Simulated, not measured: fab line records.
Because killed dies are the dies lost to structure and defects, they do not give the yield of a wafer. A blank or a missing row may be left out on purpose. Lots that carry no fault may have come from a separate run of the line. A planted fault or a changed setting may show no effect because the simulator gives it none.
Split-lot study || flow n5-finfet || 7 lots, 39 wafers read, on a route of 1938 steps

## THE SPLIT ITSELF
At N5_BEOL_M11_ILD_DEP_00 (deposits SiCOH lowk from DEMS/porogen, target thk 308.51 nm, time 58 s), the setting target-thk-a was moved away from the recipe's 3085.1 angstrom on 12 of the 39 wafers read, by -49.1% to +59.7%. This setting was run at the recipe's value on the other wafers.

## FROM THE SPLIT TO THE READING: what the file shows between them, 1 step
- N5_BEOL_M11_CURE_71: cures SiCOH lowk, time 240 s

## THE READING
M11_ILD_THK at N5_BEOL_M11_THK_MEAS_01, in nm. Fault-free wafers of this fab line usually give 268 nm, standard deviation 3.5 nm.

{"wafer": "L079.1", "tool, chamber at the split": "pecvd-03, 1", "target-thk-a as run, angstrom": 3085.1, "against the recipe": "recipe", "M11_ILD_THK, nm": 269, "against lot-mates on the recipe": "-"}
{"wafer": "L079.3", "tool, chamber at the split": "pecvd-03, 0", "target-thk-a as run, angstrom": 3085.1, "against the recipe": "recipe", "M11_ILD_THK, nm": 264, "against lot-mates on the recipe": "-"}
{"wafer": "L079.6", "tool, chamber at the split": "pecvd-03, 0", "target-thk-a as run, angstrom": 3085.1, "against the recipe": "recipe", "M11_ILD_THK, nm": 267, "against lot-mates on the recipe": "-"}
{"wafer": "L081.1", "tool, chamber at the split": "pecvd-04, 2", "target-thk-a as run, angstrom": 3085.1, "against the recipe": "recipe", "M11_ILD_THK, nm": 265, "against lot-mates on the recipe": "-"}
{"wafer": "L081.2", "tool, chamber at the split": "pecvd-04, 1", "target-thk-a as run, angstrom": 3085.1, "against the recipe": "recipe", "M11_ILD_THK, nm": 268, "against lot-mates on the recipe": "-"}
{"wafer": "L081.3", "tool, chamber at the split": "pecvd-04, 0", "target-thk-a as run, angstrom": 3085.1, "against the recipe": "recipe", "M11_ILD_THK, nm": 261, "against lot-mates on the recipe": "-"}
{"wafer": "L081.4", "tool, chamber at the split": "pecvd-04, 2", "target-thk-a as run, angstrom": 3085.1, "against the recipe": "recipe", "M11_ILD_THK, nm": 268, "against lot-mates on the recipe": "-"}
{"wafer": "L081.5", "tool, chamber at the split": "pecvd-04, 1", "target-thk-a as run, angstrom": 3085.1, "against the recipe": "recipe", "M11_ILD_THK, nm": 272, "against lot-mates on the recipe": "-"}
{"wafer": "L081.6", "tool, chamber at the split": "pecvd-04, 0", "target-thk-a as run, angstrom": 3085.1, "against the recipe": "recipe", "M11_ILD_THK, nm": 267, "against lot-mates on the recipe": "-"}
{"wafer": "L084.1", "tool, chamber at the split": "pecvd-04, 1", "target-thk-a as run, angstrom": 4926, "against the recipe": "+59.7%", "M11_ILD_THK, nm": 425, "against lot-mates on the recipe": "+159"}
{"wafer": "L084.2", "tool, chamber at the split": "pecvd-04, 2", "target-thk-a as run, angstrom": 3085.1, "against the recipe": "recipe", "M11_ILD_THK, nm": 263, "against lot-mates on the recipe": "-"}
{"wafer": "L084.3", "tool, chamber at the split": "pecvd-04, 0", "target-thk-a as run, angstrom": 4926, "against the recipe": "+59.7%", "M11_ILD_THK, nm": 422, "against lot-mates on the recipe": "+156"}
{"wafer": "L084.4", "tool, chamber at the split": "pecvd-04, 1", "target-thk-a as run, angstrom": 3085.1, "against the recipe": "recipe", "M11_ILD_THK, nm": 267, "against lot-mates on the recipe": "-"}
{"wafer": "L084.5", "tool, chamber at the split": "pecvd-04, 0", "target-thk-a as run, angstrom": 4926, "against the recipe": "+59.7%", "M11_ILD_THK, nm": 431, "against lot-mates on the recipe": "+165"}
{"wafer": "L084.6", "tool, chamber at the split": "pecvd-04, 2", "target-thk-a as run, angstrom": 3085.1, "against the recipe": "recipe", "M11_ILD_THK, nm": 268, "against lot-mates on the recipe": "-"}
{"wafer": "L085.1", "tool, chamber at the split": "pecvd-03, 1", "target-thk-a as run, angstrom": 4016, "against the recipe": "+30.2%", "M11_ILD_THK, nm": 345, "against lot-mates on the recipe": "+77"}
{"wafer": "L085.2", "tool, chamber at the split": "pecvd-03, 0", "target-thk-a as run, angstrom": 3085.1, "against the recipe": "recipe", "M11_ILD_THK, nm": 267, "against lot-mates on the recipe": "-"}
{"wafer": "L085.3", "tool, chamber at the split": "pecvd-03, 2", "target-thk-a as run, angstrom": 3085.1, "against the recipe": "recipe", "M11_ILD_THK, nm": 267, "against lot-mates on the recipe": "-"}
{"wafer": "L085.4", "tool, chamber at the split": "pecvd-03, 1", "target-thk-a as run, angstrom": 3085.1, "against the recipe": "recipe", "M11_ILD_THK, nm": 269, "against lot-mates on the recipe": "-"}
{"wafer": "L085.5", "tool, chamber at the split": "pecvd-03, 0", "target-thk-a as run, angstrom": 4016, "against the recipe": "+30.2%", "M11_ILD_THK, nm": 349, "against lot-mates on the recipe": "+81"}
{"wafer": "L085.6", "tool, chamber at the split": "pecvd-03, 2", "target-thk-a as run, angstrom": 4016, "against the recipe": "+30.2%", "M11_ILD_THK, nm": 357, "against lot-mates on the recipe": "+89"}
{"wafer": "L091.1", "tool, chamber at the split": "pecvd-02, 2", "target-thk-a as run, angstrom": 4143, "against the recipe": "+34.3%", "M11_ILD_THK, nm": 356, "against lot-mates on the recipe": "+89"}
{"wafer": "L091.2", "tool, chamber at the split": "pecvd-02, 0", "target-thk-a as run, angstrom": 4143, "against the recipe": "+34.3%", "M11_ILD_THK, nm": 358, "against lot-mates on the recipe": "+91"}
{"wafer": "L091.3", "tool, chamber at the split": "pecvd-02, 1", "target-thk-a as run, angstrom": 3085.1, "against the recipe": "recipe", "M11_ILD_THK, nm": 262, "against lot-mates on the recipe": "-"}
{"wafer": "L091.4", "tool, chamber at the split": "pecvd-02, 1", "target-thk-a as run, angstrom": 3085.1, "against the recipe": "recipe", "M11_ILD_THK, nm": 267, "against lot-mates on the recipe": "-"}
{"wafer": "L091.5", "tool, chamber at the split": "pecvd-02, 0", "target-thk-a as run, angstrom": 3085.1, "against the recipe": "recipe", "M11_ILD_THK, nm": 271, "against lot-mates on the recipe": "-"}
{"wafer": "L091.6", "tool, chamber at the split": "pecvd-02, 2", "target-thk-a as run, angstrom": 4143, "against the recipe": "+34.3%", "M11_ILD_THK, nm": 364, "against lot-mates on the recipe": "+97"}
{"wafer": "L088.1", "tool, chamber at the split": "pecvd-02, 2", "target-thk-a as run, angstrom": 3085.1, "against the recipe": "recipe", "M11_ILD_THK, nm": 266, "against lot-mates on the recipe": "-"}
{"wafer": "L088.2", "tool, chamber at the split": "pecvd-02, 1", "target-thk-a as run, angstrom": 1569, "against the recipe": "-49.1%", "M11_ILD_THK, nm": 134, "against lot-mates on the recipe": -136}
{"wafer": "L088.3", "tool, chamber at the split": "pecvd-02, 0", "target-thk-a as run, angstrom": 1569, "against the recipe": "-49.1%", "M11_ILD_THK, nm": 135, "against lot-mates on the recipe": -135}
{"wafer": "L088.4", "tool, chamber at the split": "pecvd-02, 2", "target-thk-a as run, angstrom": 3085.1, "against the recipe": "recipe", "M11_ILD_THK, nm": 275, "against lot-mates on the recipe": "-"}
{"wafer": "L088.5", "tool, chamber at the split": "pecvd-02, 1", "target-thk-a as run, angstrom": 1569, "against the recipe": "-49.1%", "M11_ILD_THK, nm": 138, "against lot-mates on the recipe": -132}
{"wafer": "L088.6", "tool, chamber at the split": "pecvd-02, 0", "target-thk-a as run, angstrom": 3085.1, "against the recipe": "recipe", "M11_ILD_THK, nm": 270, "against lot-mates on the recipe": "-"}
{"wafer": "L095.1", "tool, chamber at the split": "pecvd-02, 2", "target-thk-a as run, angstrom": 3085.1, "against the recipe": "recipe", "M11_ILD_THK, nm": 264, "against lot-mates on the recipe": "-"}
{"wafer": "L095.2", "tool, chamber at the split": "pecvd-02, 0", "target-thk-a as run, angstrom": 3085.1, "against the recipe": "recipe", "M11_ILD_THK, nm": 263, "against lot-mates on the recipe": "-"}
{"wafer": "L095.3", "tool, chamber at the split": "pecvd-02, 1", "target-thk-a as run, angstrom": 3085.1, "against the recipe": "recipe", "M11_ILD_THK, nm": 264, "against lot-mates on the recipe": "-"}
{"wafer": "L095.4", "tool, chamber at the split": "pecvd-02, 1", "target-thk-a as run, angstrom": 3085.1, "against the recipe": "recipe", "M11_ILD_THK, nm": 270, "against lot-mates on the recipe": "-"}
{"wafer": "L095.5", "tool, chamber at the split": "pecvd-02, 0,2", "target-thk-a as run, angstrom": 3085.1, "against the recipe": "recipe", "M11_ILD_THK, nm": 270, "against lot-mates on the recipe": "-"}
{"wafer": "L095.6", "tool, chamber at the split": "pecvd-02, 0,2", "target-thk-a as run, angstrom": 3085.1, "against the recipe": "recipe", "M11_ILD_THK, nm": 270, "against lot-mates on the recipe": "-"}
When a row names more than one chamber, that row covers several wafers, and the file does not tell which wafer ran in which chamber.

FIT RESULTS
A straight line over all 39 wafers: M11_ILD_THK changes by +2.68 nm for each +1% of target-thk-a; r = +1.00; the points scatter about the line by 3.5 nm.
The same after taking each lot's own level away (the mean of its wafers on the recipe; 39 wafers): +2.71 nm for each +1%; r = +1.00; scatter 3.3 nm.
The reading moves by 1.6e+02 nm for the largest change in target-thk-a, on that fit.
From 266.0 to 270.3 nm: that is the span of the lots' own levels, equal to 1.2 times the standard deviation above.
Consequently the slope shifts little with the lot-to-lot level, the two slopes agreeing.
Check: with one of the wafers moved furthest among these (+59.7%) left out of the fit, the line predicts +162 nm for it against its lot-mates. It came out at +159 nm against them.

## THESE WAFERS: OTHER SPLITS
Before the reading, these wafers also passed through other splits. Each is held against what the fit with the lots' levels taken away leaves over:
{"other split on the same wafers": "N5_BEOL_M8_ILD_DEP_00 target-thk-a", "wafers away from the commonest value": 15, "r with M11_ILD_THK (lot level and that fit taken away)": "+0.01"}

## THE WHOLE CHAIN: every reading that the file lists as answering this split, in the file's order
{"step": "N5_BEOL_M11_ILD_DEP_00", "what it does": "deposits SiCOH lowk from DEMS/porogen, target thk 308.51 nm, time 58 s", "reading": "SiCOH_lowk_of_BEOL_M11_ILD_DEP_00.thk-nm (the simulator's own value, which no gauge read)", "change (the file's fit)": "+3.05 nm for each +1% of the setting", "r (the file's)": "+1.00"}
{"step": "N5_BEOL_M11_CURE_71", "what it does": "cures SiCOH lowk, time 240 s", "reading": "SiCOH_lowk_of_BEOL_M11_ILD_DEP_00.thk-nm (the simulator's own value, which no gauge read)", "change (the file's fit)": "+2.7 nm for each +1% of the setting", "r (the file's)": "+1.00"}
{"step": "N5_BEOL_M11_THK_MEAS_01", "what it does": "", "reading": "M11_ILD_THK", "change (the file's fit)": "+2.7 for each +1% of the setting", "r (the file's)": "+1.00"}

## FILE'S OWN FIT
M11_ILD_THK changes by +2.7 nm for each +1% of target-thk-a, r = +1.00.
